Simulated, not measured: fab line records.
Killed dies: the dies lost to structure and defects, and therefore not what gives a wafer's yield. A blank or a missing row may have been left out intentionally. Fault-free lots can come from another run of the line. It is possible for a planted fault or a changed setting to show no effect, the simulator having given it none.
Matching of chambers :: flow n5Finfet :: rieDiel-01 running N5_BEOL_M0_ETCH_128: 4 sister chambers
The step etches SiCN in CF4/N2, target depth 12 nm, overetch 5.1 nm, time 21.4 s. 20 wafers are shown with their chamber, then 10 later ones without.

WAFERS WITH THEIR CHAMBER
wafer: L074.2
chamber: 3
showerheadPlenumPTorr (Torr): 2.18
throttleValvePct (%): 15.74
oesProductAu (a.u.): 0.49

wafer: L074.4
chamber: 0
showerheadPlenumPTorr (Torr): 2.30
throttleValvePct (%): 15.50
oesProductAu (a.u.): 0.54

wafer: L074.5
chamber: 2
showerheadPlenumPTorr (Torr): 2.26
throttleValvePct (%): 15.42
oesProductAu (a.u.): 0.63

wafer: L075.1
chamber: 1
showerheadPlenumPTorr (Torr): 2.11
throttleValvePct (%): 15.43
oesProductAu (a.u.): 0.50

wafer: L075.3
chamber: 2
showerheadPlenumPTorr (Torr): 2.26
throttleValvePct (%): 15.44
oesProductAu (a.u.): 0.63

wafer: L075.5
chamber: 1
showerheadPlenumPTorr (Torr): 2.11
throttleValvePct (%): 15.40
oesProductAu (a.u.): 0.49

wafer: L077.2
chamber: 3
showerheadPlenumPTorr (Torr): 2.18
throttleValvePct (%): 15.75
oesProductAu (a.u.): 0.49

wafer: L077.3
chamber: 2
showerheadPlenumPTorr (Torr): 2.26
throttleValvePct (%): 15.44
oesProductAu (a.u.): 0.62

wafer: L077.4
chamber: 1
showerheadPlenumPTorr (Torr): 2.11
throttleValvePct (%): 15.41
oesProductAu (a.u.): 0.50

wafer: L080.1
chamber: 2
showerheadPlenumPTorr (Torr): 2.25
throttleValvePct (%): 15.44
oesProductAu (a.u.): 0.61

wafer: L080.2
chamber: 3
showerheadPlenumPTorr (Torr): 2.18
throttleValvePct (%): 15.76
oesProductAu (a.u.): 0.49

wafer: L080.6
chamber: 3
showerheadPlenumPTorr (Torr): 2.18
throttleValvePct (%): 15.75
oesProductAu (a.u.): 0.49

wafer: L084.1
chamber: 3
showerheadPlenumPTorr (Torr): 2.17
throttleValvePct (%): 15.78
oesProductAu (a.u.): 0.48

wafer: L084.3
chamber: 1
showerheadPlenumPTorr (Torr): 2.10
throttleValvePct (%): 15.46
oesProductAu (a.u.): 0.48

wafer: L084.6
chamber: 2
showerheadPlenumPTorr (Torr): 2.25
throttleValvePct (%): 15.46
oesProductAu (a.u.): 0.60

wafer: L087.1
chamber: 1
showerheadPlenumPTorr (Torr): 2.10
throttleValvePct (%): 15.47
oesProductAu (a.u.): 0.50

wafer: L087.3
chamber: 3
showerheadPlenumPTorr (Torr): 2.17
throttleValvePct (%): 15.79
oesProductAu (a.u.): 0.48

wafer: L087.5
chamber: 1
showerheadPlenumPTorr (Torr): 2.10
throttleValvePct (%): 15.48
oesProductAu (a.u.): 0.50

wafer: L089.3
chamber: 0
showerheadPlenumPTorr (Torr): 2.29
throttleValvePct (%): 15.54
oesProductAu (a.u.): 0.52

wafer: L089.4
chamber: 3
showerheadPlenumPTorr (Torr): 2.17
throttleValvePct (%): 15.80
oesProductAu (a.u.): 0.47

SIGNATURES (means of the wafers above)
reading: showerheadPlenumPTorr
chamber 0: 2.2950
chamber 1: 2.1050
chamber 2: 2.2560
chamber 3: 2.1757
scatter within a chamber: 0.00554

reading: throttleValvePct
chamber 0: 15.5200
chamber 1: 15.4417
chamber 2: 15.4400
chamber 3: 15.7671
scatter within a chamber: 0.0253

reading: oesProductAu
chamber 0: 0.5300
chamber 1: 0.4950
chamber 2: 0.6180
chamber 3: 0.4843
scatter within a chamber: 0.01
Rule: distance of a wafer from a chamber = root of the sum over the readings of ((wafer's reading minus chamber's mean) / reading's scatter) squared. The wafer belongs to the nearest chamber; if the next one is less than 2 further off, it can't be placed. The scatter is the square root of a quotient: the sum, over the shown wafers, of each reading's squared deviation from its chamber's mean, divided by wafers minus chambers.

WAFERS WHOSE CHAMBER IS MISSING
wafer: L089.6
showerheadPlenumPTorr (Torr): 2.17
throttleValvePct (%): 15.80
oesProductAu (a.u.): 0.48

wafer: L090.1
showerheadPlenumPTorr (Torr): 2.29
throttleValvePct (%): 15.54
oesProductAu (a.u.): 0.53

wafer: L090.4
showerheadPlenumPTorr (Torr): 2.10
throttleValvePct (%): 15.47
oesProductAu (a.u.): 0.49

wafer: L090.6
showerheadPlenumPTorr (Torr): 2.25
throttleValvePct (%): 15.47
oesProductAu (a.u.): 0.62

wafer: L094.2
showerheadPlenumPTorr (Torr): 2.10
throttleValvePct (%): 15.49
oesProductAu (a.u.): 0.48

wafer: L094.5
showerheadPlenumPTorr (Torr): 2.17
throttleValvePct (%): 15.82
oesProductAu (a.u.): 0.49

wafer: L094.6
showerheadPlenumPTorr (Torr): 2.29
throttleValvePct (%): 15.56
oesProductAu (a.u.): 0.53

wafer: L095.1
showerheadPlenumPTorr (Torr): 2.17
throttleValvePct (%): 15.82
oesProductAu (a.u.): 0.47

wafer: L095.3
showerheadPlenumPTorr (Torr): 2.10
throttleValvePct (%): 15.49
oesProductAu (a.u.): 0.48

wafer: L095.4
showerheadPlenumPTorr (Torr): 2.29
throttleValvePct (%): 15.56
oesProductAu (a.u.): 0.51

EACH ONE'S CHAMBER
wafer: L089.6
from the rows above: 3
in truth: 3

wafer: L090.1
from the rows above: 0
in truth: 0

wafer: L090.4
from the rows above: 1
in truth: 1

wafer: L090.6
from the rows above: 2
in truth: 2

wafer: L094.2
from the rows above: 1
in truth: 1

wafer: L094.5
from the rows above: 3
in truth: 3

wafer: L094.6
from the rows above: 0
in truth: 0

wafer: L095.1
from the rows above: 3
in truth: 3

wafer: L095.3
from the rows above: 1
in truth: 1

wafer: L095.4
from the rows above: 0
in truth: 0
Correct placement for 10 of the 10. Not placeable from these rows: 0. Placed wrongly: 0.
